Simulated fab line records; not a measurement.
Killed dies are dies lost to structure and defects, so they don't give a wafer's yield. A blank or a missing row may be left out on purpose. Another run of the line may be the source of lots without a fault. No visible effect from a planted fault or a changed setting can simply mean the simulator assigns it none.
A lot that was struck, set against a sound lot | flow n5Finfet | 37 out of 1938 route steps
Sound: these wafers, L389.1, L389.3, L389.5. Struck: wafers L393.4, L393.5, L393.6. The cause is given at the end.
At each step with rows: each side's tool, then ch and its chambers, then its first start. Under that, the readings that differ: sound wafers | struck wafers | difference of the means | sigmas: that difference in standard deviations of wafers without a fault.
alike: readings with means less than 2 such deviations apart, plus words and numbers identical on both sides. not compared: withheld readings, readings lacking a value on some wafer, bounds such as >300 that could conceal the same value, and numbers that have no deviation in the record and whose values overlap.
A row with sigmas, a row that says differs or no value, or rows on one side alone: a step with any of these is where the two part. Numbers that have no deviation but don't overlap get no sigmas and don't part them. A reading that every wafer of one side lacks parts them only if that side has two wafers or more.

first, 9 steps without rows for these wafers: N5_BEOL_M4_ANNEAL_95 (time 240 s); N5_BEOL_M4_SPUTTER_96 (material Cu, target thk 4.5 nm, time 8.29 s); N5_BEOL_M4_ECD_50 (material Cu, target thk 300 nm); N5_BEOL_M4_ANNEAL_51 (time 90 s); N5_BEOL_M4_CMP_52 (polishes, stops on SiOC, t overpolish 6.8 s, target thk 40 nm); N5_BEOL_M4_PRE_CLEAN_60 (time 15 s); N5_BEOL_M4_CO_CAP_55 (material Co, precursor CCTBA/H2, target thk 2 nm, time 102.1 s); N5_BEOL_M4_PRE_CLEAN_56 (time 15 s); N5_BEOL_M4_DEP_57 (deposits SiCN from 3MS/NH3, target thk 8 nm, time 14 s).
N5_BEOL_M4_RC_MEAS_101:
  sound on prober-01 ch 0, day 10 21:55; struck on prober-02 ch 0, day 12 08:42
reading        | sound          | struck         | difference | sigmas
IOFF_N (nA/um) | 0.21 0.23 0.16 | 0.12 0.13 0.14 | -0.07      | -2
ION_N (uA/um)  | 707 685 676    | 653 670 661    | -28        | -2
VT_N (mV)      | 245 245 246    | 254 252 254    | +8         | +2
  alike: DIBL_N, DIBL_P, IOFF_P, ION_P, SS_N, SS_P, VT_P
then, 24 steps without rows for these wafers: N5_BEOL_M5_ILD_DEP_00 (deposits SiCOH lowk from DEMS/porogen, target thk 140.64 nm, time 25.9 s); N5_BEOL_M5_CURE_79 (cures SiCOH lowk, time 240 s); N5_BEOL_M5_PECVD_70 (deposits SiO2 from TEOS/O2, target thk 16 nm, time 18 s); N5_BEOL_M5_HM_DEP_02 (deposits TiN, target thk 20 nm); N5_BEOL_M5_COAT_59 (time 60 s, resist thk 60 nm); N5_BEOL_M5_COAT_60 (time 60 s, resist thk 12 nm); N5_BEOL_M5_COAT_71 (time 60 s, resist thk 5 nm); N5_BEOL_M5_COAT_05 (resist thk 30 nm); N5_BEOL_M5_EBR_07; N5_BEOL_M5_SOFTBAKE_06 (time 60 s); N5_BEOL_M5_EXPOSE_08 (exposes mask M5, target cd 28 nm); N5_BEOL_M5_PEB_09 (peb time 60 s); N5_BEOL_M5_DEVELOP_10 (develop time 30 s); N5_BEOL_M5_DESCUM_16 (chemistry O2, time 7 s); N5_BEOL_M5_ETCH_72 (etches underlayer in N2/H2, target depth 6.5 nm, time 5.2 s); N5_BEOL_M5_ETCH_61 (etches SiARC in CF4, target depth 15.6 nm, time 26 s); N5_BEOL_M5_ETCH_62 (etches SOC in N2/H2, target depth 75 nm, overetch 15 nm, time 112.5 s); N5_BEOL_M5_STRIP_63 (strips in N2/H2); N5_BEOL_M5_STRIP_73 (strips in N2/H2); N5_BEOL_M5_STRIP_64 (strips in CF4); N5_BEOL_M5_HM_OPEN_17 (chemistry Cl2/BCl3, target TiN, target depth 20 nm, overetch 6 nm); N5_BEOL_M5_STRIP_19 (strips in O2); N5_BEOL_M5_COAT_65 (time 60 s, resist thk 60 nm); N5_BEOL_M5_COAT_66 (time 60 s, resist thk 12 nm).
N5_BEOL_M8_ANNEAL_51: time 90 s.
  sound on rtpAnneal-02 ch 0, day 12 12:37; struck on rtpAnneal-02, day 13 17:30
  no value came back on the struck wafers for annealTempC (C), annealTempCMax, wafer_temp_C_max; on the sound wafers annealTempC (C) reads 225.06 225.07 224.92
N5_BEOL_M8_CMP_52: polishes, stops on SiCOH lowk, t overpolish 6.9 s, target thk 80 nm.
  sound on cmp-02 ch 0,1,2, day 12 12:57; struck on cmp-03 ch 2,3, day 13 17:44
reading                   | sound          | struck         | difference | sigmas
barrierFieldEndpointS (s) | 28.9 28.9 29.5 | 34.1 33.9 34.3 | +5.0       | +7
timeToEndpointS (s)       | 61 59 62       | 80 81 81       | +20        | +6
  alike: motorCurrentA, overpolishRunS
-- the record jumps here: 3 days lie between the struck wafers' starts before and after (it left off in module BEOL_M8 and takes up again in module PASSIVATION, whose first step shown is number 1936 of the route) --
N5_PASSIVATION_PROBE_49:
  sound on prober-01 at day 15 00:38; struck on prober-01 at day 16 10:17
reading                | sound          | struck         | difference | sigmas
defectLimitedYield (%) | 92.7 90.5 90.9 | 91.7 59.5 91.8 | -10.4      | -6
killed_at_M4_up        | 7 10 21        | 13 385 11      | +124       | +22
killedAtOther          | 2 2 2          | 9 8 8          | +6         | +2
killedDies             | 86 112 107     | 98 478 97      | +123       | +6
killedOnRim            | 12 10 14       | 12 152 15      | +48        | +12
sortNPass              | 1094 1068 1073 | 1082 702 1083  | -123       | -6
sortYieldPct (%)       | 92.7 90.5 90.9 | 91.7 59.5 91.8 | -10.4      | -6
  alike: killed_at_M0_to_M3, killedAtContacts, killedAtFrontEnd, killedOpen, killedShort, sort_bin_5_function, sort_bin_6_memory

== WHERE THEY PART ==
Last at N5_PASSIVATION_PROBE_49 as far as this record goes, first at N5_BEOL_M4_RC_MEAS_101.

WHY: what the simulator had put in
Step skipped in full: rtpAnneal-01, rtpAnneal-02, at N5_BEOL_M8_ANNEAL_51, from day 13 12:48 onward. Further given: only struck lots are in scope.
